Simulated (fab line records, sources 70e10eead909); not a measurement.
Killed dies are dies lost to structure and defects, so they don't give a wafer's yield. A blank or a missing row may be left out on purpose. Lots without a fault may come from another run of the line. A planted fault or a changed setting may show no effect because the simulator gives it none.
Which tool did it? | flow nand_harc | 6 lots, 18 wafers sampled, at 3 steps of a route of 1302

WHAT THE GAUGES READ, wafer by wafer
NHARC_A_BLC_CD_MEAS_19.
lot  | measured     | on        | cd_nm (nm)
L346 | day 23 06:17 | cd_sem-02 | 104.6 96.1 102.4
L347 | day 23 09:34 | cd_sem-01 | 99.9 101.2 101.1
L352 | day 25 16:55 | cd_sem-03 | 99.6 103.0 99.7
L355 | day 27 17:07 | cd_sem-03 | 102.0 97.3 99.0
L361 | day 29 14:56 | cd_sem-01 | 99.2 99.9 99.0
L359 | day 29 17:27 | cd_sem-02 | 100.0 97.8 101.1

WHICH TOOL RAN EACH LOT (tool, then ch and the chambers of the sampled wafers, then the start)
lot  | NHARC_A_BLC_ETCH_16                | NHARC_A_BLC_ETCH_17
L346 | rie_diel-01 ch 0,2,3, day 23 05:24 | rie_diel-01 ch 1,3, day 23 05:32
L347 | rie_diel-12 ch 2,3, day 23 08:31   | rie_diel-12 ch 1,2,3, day 23 08:44
L352 | rie_diel-01 ch 0,2,3, day 25 16:02 | rie_diel-01 ch 0,2, day 25 16:07
L355 | rie_diel-08 ch 0,1,2, day 27 16:13 | rie_diel-08 ch 0,1,2, day 27 16:21
L361 | rie_diel-12 ch 1,2,3, day 29 14:03 | rie_diel-12 ch 1,3, day 29 14:11
L359 | rie_diel-01 ch 0,1,2, day 29 16:34 | rie_diel-01 ch 0,2,3, day 29 16:39
- NHARC_A_BLC_ETCH_16: etches the open film in CF4, target depth 39 nm, time 65 s.
- NHARC_A_BLC_ETCH_17: etches the open film in N2/H2, target depth 390 nm, time 609.38 s.

THE ANSWER, worked out from the rows above alone
Rule: what is usual is taken from the lots themselves. Put in order of their means at a reading, lots are off if they are a third of the lots or fewer, leave a main group of 4 or more, and stand apart from it by a gap of 3 or more times the standard deviation of the main group's means; of several such gaps the widest counts. A main group whose means are all the same, to the digits that the tables above print for the reading, isn't used. A lot without any number at a reading at which 4 lots or more have one is off too. The other lots that the step has rows for count as sound.
No lot is off at any reading shown: from this, nothing can be told.

WHAT THE SIMULATOR HAD PUT IN
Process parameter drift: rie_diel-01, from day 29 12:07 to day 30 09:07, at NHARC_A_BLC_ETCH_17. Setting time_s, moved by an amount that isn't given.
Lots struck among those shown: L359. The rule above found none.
